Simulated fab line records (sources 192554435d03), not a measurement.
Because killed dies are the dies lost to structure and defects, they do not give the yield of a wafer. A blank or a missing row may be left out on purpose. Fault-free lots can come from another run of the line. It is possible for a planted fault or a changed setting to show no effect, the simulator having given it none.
Which tool did it?	flow n5Finfet	12 lots, 36 wafers sampled, at 3 steps of a route of 1938

WHAT EACH GAUGE READ, for each wafer
N5_PMOS_HMC_CHANNEL_EPI_THK_MEAS_22.
lot	measured	on	HMC_CMP_THK (nm)
L075	day 2 02:10	filmMetro-02	54.8 56.1 54.8
L077	day 2 13:27	filmMetro-01	55.9 54.4 54.3
L079	day 3 03:14	filmMetro-01	53.5 54.3 55.6
L081	day 3 13:46	filmMetro-02	54.2 52.7 54.0
L083	day 4 01:46	filmMetro-01	54.5 54.3 52.6
L085	day 4 13:28	filmMetro-02	53.6 54.5 53.6
L087	day 5 02:46	filmMetro-02	53.0 51.8 53.1
L089	day 5 14:01	filmMetro-02	54.1 54.1 52.9
L091	day 6 02:07	filmMetro-01	56.4 55.2 55.8
L093	day 6 14:07	filmMetro-02	54.4 55.5 55.0
L095	day 7 02:25	filmMetro-02	51.6 53.3 54.3
L097	day 7 14:02	filmMetro-02	53.1 53.2 53.1

WHAT TOOL EACH LOT RAN ON (gives the tool, then ch and the chambers of the sampled wafers, and finally the start)
lot	N5_WELL_APT_DESCUM_30	N5_PMOS_HMC_CHANNEL_EPI_ETCH_38
L075	rieDiel-04 ch 0,2,3, day 1 21:37	rieSi-05 ch 1,2, day 2 00:16
L077	rieDiel-05 ch 0,2,3, day 2 08:55	rieSi-05 ch 1,2,3, day 2 11:37
L079	rieDiel-01 ch 0,1, day 2 21:38	rieSi-05 ch 1,2,3, day 3 01:24
L081	rieDiel-01 ch 1,2, day 3 08:55	rieSi-04 ch 0,1,3, day 3 11:56
L083	rieDiel-01 ch 1,2,3, day 3 21:15	rieSi-04 ch 0,2,3, day 3 23:57
L085	rieDiel-04 ch 1,2,3, day 4 09:01	rieSi-02 ch 0,2,3, day 4 11:38
L087	rieDiel-04 ch 0,1,2, day 4 21:04	rieSi-04 ch 0,1,3, day 5 00:57
L089	rieDiel-05 ch 1,2, day 5 09:08	rieSi-02 ch 1,2,3, day 5 12:11
L091	rieDiel-04 ch 0,2,3, day 5 21:23	rieSi-05 ch 1,2, day 6 00:00
L093	rieDiel-04 ch 0,1,3, day 6 09:08	rieSi-05 ch 2,3, day 6 12:09
L095	rieDiel-05 ch 1,2,3, day 6 21:38	rieSi-04 ch 0,1,3, day 7 00:35
L097	rieDiel-01 ch 0,1,2, day 7 09:05	rieSi-02 ch 2,3, day 7 12:11
- N5_WELL_APT_DESCUM_30: chemistry O2, time 7.9 s.
- N5_PMOS_HMC_CHANNEL_EPI_ETCH_38: etches SiO2 in CF4, target depth 1.5 nm.

THE ANSWER, worked out from the rows above alone
Rule: usual is defined by the lots themselves. Put in order of their means at a reading, lots are off if they are a third of the lots or fewer, leave a main group of 4 or more, and stand apart from it by a gap of 3 or more times the standard deviation of the main group's means; of several such gaps the widest counts. The tables above print the reading to a certain number of digits; a main group whose means all agree to those digits is not used. Also off: a lot with no number at a reading for which 4 or more lots have one. Where the step has rows for the other lots, those lots are counted as sound.
No lot is off at any reading shown: from this, nothing can be told.

WHAT THE SIMULATOR HAD PUT IN
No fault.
